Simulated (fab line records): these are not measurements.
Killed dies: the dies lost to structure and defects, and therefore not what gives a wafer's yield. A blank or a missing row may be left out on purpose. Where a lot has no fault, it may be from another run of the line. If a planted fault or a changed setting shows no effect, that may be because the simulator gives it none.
Which tool did it?    flow n5_finfet    28 wafers from 10 lots sampled at 6 of the route's 1938 steps

## WHAT THE GAUGES READ, wafer by wafer
N5_SD_EPI_P_INSPECT_26: inspects for defects (darkfield). Usual: raw_defect_count 176, standard deviation 39.
lot   measured     on                 raw_defect_count  flag
L658  day 5 05:10  defect_inspect-01  222 166 165       
L663  day 6 14:29  defect_inspect-02  1443 1496 1559    OFF
L664  day 6 17:08  defect_inspect-01  1425 1407 1436    OFF
L666  day 7 03:49  defect_inspect-01  238 188 155       
L667  day 7 10:57  defect_inspect-02  217 154 193       
L668  day 7 17:17  defect_inspect-01  197 241 151       
L670  day 8 04:08  defect_inspect-01  164 142           
L671  day 8 12:40  defect_inspect-01  145 177 221       
L673  day 8 20:34  defect_inspect-01  182 145           
L674  day 9 05:55  defect_inspect-02  190 215 149       

N5_BEOL_M4_RC_MEAS_101. Usual: DIBL_N 37.1 mV/V, standard deviation 1.9; DIBL_P 37.2 mV/V, standard deviation 2.3; IOFF_N 0.18 nA/um, standard deviation 0.04; IOFF_P 0.23 nA/um, standard deviation 0.044; ION_N 682 uA/um, standard deviation 11; ION_P 468 uA/um, standard deviation 8.6; SS_N 71.9 mV/dec, standard deviation 0.68; SS_P 73.5 mV/dec, standard deviation 0.74; VT_N 248 mV, standard deviation 3.4; VT_P -248 mV, standard deviation 3.4.
lot   measured      on         DIBL_N (mV/V)   DIBL_P (mV/V)   IOFF_N (nA/um)  IOFF_P (nA/um)  ION_N (uA/um)  ION_P (uA/um)  SS_N (mV/dec)   SS_P (mV/dec)   VT_N (mV)    VT_P (mV)       flag
L658  day 9 06:25   prober-02  32.9 35.6 34.9  33.4 35.8 34.8  0.11 0.16 0.15  0.16 0.19 0.17  660 679 670    455 461 460    70.7 71.8 72.0  72.0 72.5 72.5  254 248 249  -254 -252 -254  
L666  day 11 16:00  prober-02  34.2 38.1 39.3  33.6 38.7 41.4  0.12 0.18 0.20  0.17 0.23 0.28  650 687 679    453 467 460    71.5 71.6 72.3  72.0 73.6 74.5  253 251 250  -255 -249 -245  
L667  day 11 21:11  prober-01  40.2 37.6 39.0  42.0 39.5 39.6  0.26 0.20 0.22  0.30 0.26 0.25  697 687 681    471 465 455    73.5 72.0 72.6  74.6 74.1 74.0  244 246 246  -245 -248 -247  
L668  day 12 01:38  prober-02  38.1 37.3 37.4  37.8 37.4 37.3  0.16 0.18 0.16  0.21 0.22 0.21  685 687 676    469 471 470    71.9 72.5 72.7  73.6 73.9 72.8  250 247 251  -252 -251 -251  
L670  day 12 12:32  prober-01  36.9 37.8       35.7 35.7       0.17 0.19       0.18 0.19       666 670        444 452        73.2 73.0       73.4 73.2       250 251      -256 -253       
L671  day 13 04:58  prober-01  37.6 37.4 41.7  40.2 39.5 43.6  0.21 0.19 0.32  0.29 0.26 0.37  688 681 699    473 464 477    72.1 71.8 73.5  74.6 74.0 75.8  246 247 240  -246 -246 -244  
L673  day 13 06:49  prober-01  36.3 32.8       37.3 33.6       0.19 0.13       0.26 0.20       689 652        471 457        72.2 71.2       73.4 71.7       246 253      -245 -250       
L674  day 13 09:58  prober-02  36.4 36.8 37.0  36.7 36.7 37.2  0.17 0.17 0.18  0.21 0.22 0.23  672 671 675    459 454 460    71.2 72.2 71.9  73.0 73.5 73.8  248 248 247  -252 -250 -250  

## TOOL THAT RAN EACH LOT (tool first, then ch and the chambers of the sampled wafers, then the start)
lot   N5_SD_EPI_P_DESCUM_14              N5_SD_EPI_P_ETCH_37                N5_SD_EPI_P_ETCHBACK_46            N5_SD_EPI_P_STRIP_50
L658  rie_diel-02 ch 0,2,3, day 5 01:27  rie_diel-02 ch 0,2,3, day 5 01:32  rie_diel-02 ch 0,2,3, day 5 01:52  rie_diel-02 ch 0,2,3, day 5 02:07
L663  rie_diel-02 ch 0,2,3, day 6 08:46  rie_diel-02 ch 0,2,3, day 6 08:52  rie_diel-02 ch 0,2,3, day 6 09:11  rie_diel-02 ch 0,2,3, day 6 09:26
L664  rie_diel-06 ch 1,2,3, day 6 12:34  rie_diel-06 ch 1,2,3, day 6 12:40  rie_diel-06 ch 1,2,3, day 6 12:59  rie_diel-06 ch 1,2,3, day 6 13:14
L666  rie_diel-06 ch 0,2, day 6 23:14    rie_diel-06 ch 0,2, day 6 23:20    rie_diel-06 ch 0,2, day 6 23:40    rie_diel-06 ch 0,2, day 6 23:54
L667  rie_diel-06 ch 1,2,3, day 7 06:21  rie_diel-06 ch 1,2,3, day 7 06:26  rie_diel-06 ch 1,2,3, day 7 06:46  rie_diel-06 ch 1,2,3, day 7 07:01
L668  rie_diel-06 ch 0,1,2, day 7 12:36  rie_diel-06 ch 0,1,2, day 7 12:42  rie_diel-06 ch 0,1,2, day 7 13:01  rie_diel-06 ch 0,1,2, day 7 13:16
L670  rie_diel-06 ch 0,1, day 8 00:25    rie_diel-06 ch 0,1, day 8 00:30    rie_diel-06 ch 0,1, day 8 00:49    rie_diel-06 ch 0,1, day 8 01:04
L671  rie_diel-06 ch 1,2,3, day 8 08:05  rie_diel-06 ch 1,2,3, day 8 08:11  rie_diel-06 ch 1,2,3, day 8 08:30  rie_diel-06 ch 1,2,3, day 8 08:44
L673  rie_diel-06 ch 0,2, day 8 16:52    rie_diel-06 ch 0,2, day 8 16:57    rie_diel-06 ch 0,2, day 8 17:16    rie_diel-06 ch 0,2, day 8 17:31
L674  rie_diel-06 ch 0,1,3, day 9 02:12  rie_diel-06 ch 0,1,3, day 9 02:17  rie_diel-06 ch 0,1,3, day 9 02:37  rie_diel-06 ch 0,1,3, day 9 02:52
- N5_SD_EPI_P_DESCUM_14: chemistry O2, time 7.9 s.
- N5_SD_EPI_P_ETCH_37: etches SOC in N2/H2, overetch 108 nm, time 486 s.
- N5_SD_EPI_P_ETCHBACK_46: etches SiNx in CH3F/O2, stops on SiO2, target depth 17.5 nm.
- N5_SD_EPI_P_STRIP_50: strips in CHF3/O2.

## AS READ BY THE TOOLS THEMSELVES (means over the sampled wafers that have a number; for cases with no such wafer, the mark the record gives instead)
N5_SD_EPI_P_DESCUM_14. Usual: drypump_motor_current_A 5.8 A, standard deviation 0.34; oes_product_au 0.82 a.u., standard deviation 0.078; rf_vpp_V 243.5 V, standard deviation 1.6; showerhead_plenum_p_Torr 2.12 Torr, standard deviation 0.088; throttle_valve_pct 20.40 %, standard deviation 0.25.
lot   tool         drypump_motor_current_A (A)  oes_product_au (a.u.)  rf_vpp_V (V)  showerhead_plenum_p_Torr (Torr)  throttle_valve_pct (%)  flag
L658  rie_diel-02  5.8                          0.83                   244.7         2.16                             20.53                   
L663  rie_diel-02  5.8                          0.82                   243.9         2.16                             20.54                   
L664  rie_diel-06  5.9                          0.83                   244.3         2.15                             20.24                   
L666  rie_diel-06  5.9                          0.80                   244.0         2.16                             20.47                   
L667  rie_diel-06  6.0                          0.82                   244.5         2.15                             20.25                   
L668  rie_diel-06  5.9                          0.81                   243.7         2.10                             20.37                   
L670  rie_diel-06  5.9                          0.79                   241.4         2.03                             20.38                   
L671  rie_diel-06  5.9                          0.81                   244.7         2.15                             20.26                   
L673  rie_diel-06  5.8                          0.76                   242.4         2.12                             20.55                   
L674  rie_diel-06  5.8                          0.78                   242.7         2.08                             20.38                   

N5_SD_EPI_P_ETCH_37. Usual: drypump_motor_current_A 5.8 A, standard deviation 0.34; oes_product_au 0.73 a.u., standard deviation 0.066; rf_vpp_V 241.0 V, standard deviation 1.6; showerhead_plenum_p_Torr 2.56 Torr, standard deviation 0.1; throttle_valve_pct 23.68 %, standard deviation 0.27.
lot   tool         drypump_motor_current_A (A)  oes_product_au (a.u.)  rf_vpp_V (V)  showerhead_plenum_p_Torr (Torr)  throttle_valve_pct (%)  flag
L658  rie_diel-02  5.8                          0.74                   242.0         2.60                             23.75                   
L663  rie_diel-02  5.8                          0.72                   241.3         2.60                             23.76                   
L664  rie_diel-06  5.9                          0.75                   242.9         2.60                             23.49                   
L666  rie_diel-06  5.9                          0.72                   241.4         2.58                             23.55                   
L667  rie_diel-06  5.9                          0.74                   241.4         2.60                             23.49                   
L668  rie_diel-06  5.9                          0.73                   240.1         2.52                             23.57                   
L670  rie_diel-06  5.9                          0.71                   239.8         2.45                             23.66                   
L671  rie_diel-06  5.9                          0.73                   241.4         2.60                             23.49                   
L673  rie_diel-06  5.8                          0.71                   239.8         2.54                             23.62                   
L674  rie_diel-06  5.8                          0.70                   239.5         2.51                             23.62                   

N5_SD_EPI_P_ETCHBACK_46. Usual: drypump_motor_current_A 5.8 A, standard deviation 0.34; oes_product_au 0.70 a.u., standard deviation 0.063; rf_vpp_V 297 V, standard deviation 4.1; showerhead_plenum_p_Torr 2.02 Torr, standard deviation 0.082; throttle_valve_pct 16.25 %, standard deviation 0.22.
lot   tool         drypump_motor_current_A (A)  oes_product_au (a.u.)  rf_vpp_V (V)  showerhead_plenum_p_Torr (Torr)  throttle_valve_pct (%)  flag
L658  rie_diel-02  5.8                          0.70                   296           2.06                             16.36                   
L663  rie_diel-02  5.8                          0.69                   296           2.06                             16.37                   
L664  rie_diel-06  5.9                          0.71                   299           2.05                             16.11                   
L666  rie_diel-06  5.9                          0.69                   298           2.04                             16.22                   
L667  rie_diel-06  5.9                          0.71                   298           2.05                             16.13                   
L668  rie_diel-06  5.9                          0.69                   296           1.99                             16.19                   
L670  rie_diel-06  5.9                          0.69                   294           1.92                             16.23                   
L671  rie_diel-06  5.9                          0.70                   298           2.04                             16.13                   
L673  rie_diel-06  5.8                          0.67                   298           2.00                             16.30                   
L674  rie_diel-06  5.8                          0.67                   296           1.97                             16.25                   

## THE ANSWER, worked out from the rows above alone
Rule: lot off if the mean of its wafers having a number is beyond 3 standard deviations from the usual mean. Also off: a lot with no number at a reading for which 4 or more lots have one. Any other lot the step has rows for is counted as sound. Order of review: gauges by route order, followed by the tools' own readings, for which a lot's mean as printed above is used. At the first step where some lot is off, the reading lying furthest off is the one used; lots without a number count as furthest.
Off, at N5_SD_EPI_P_INSPECT_26 on raw_defect_count: L663, L664.
A tool fits if, at a process step before that reading, it ran every lot that is off, and no sound lot after the first of them. Gauges at N5_SD_EPI_P_INSPECT_26: tried the same way as those tools. No candidate that was tried fits.

## WHAT THE SIMULATOR PUT IN
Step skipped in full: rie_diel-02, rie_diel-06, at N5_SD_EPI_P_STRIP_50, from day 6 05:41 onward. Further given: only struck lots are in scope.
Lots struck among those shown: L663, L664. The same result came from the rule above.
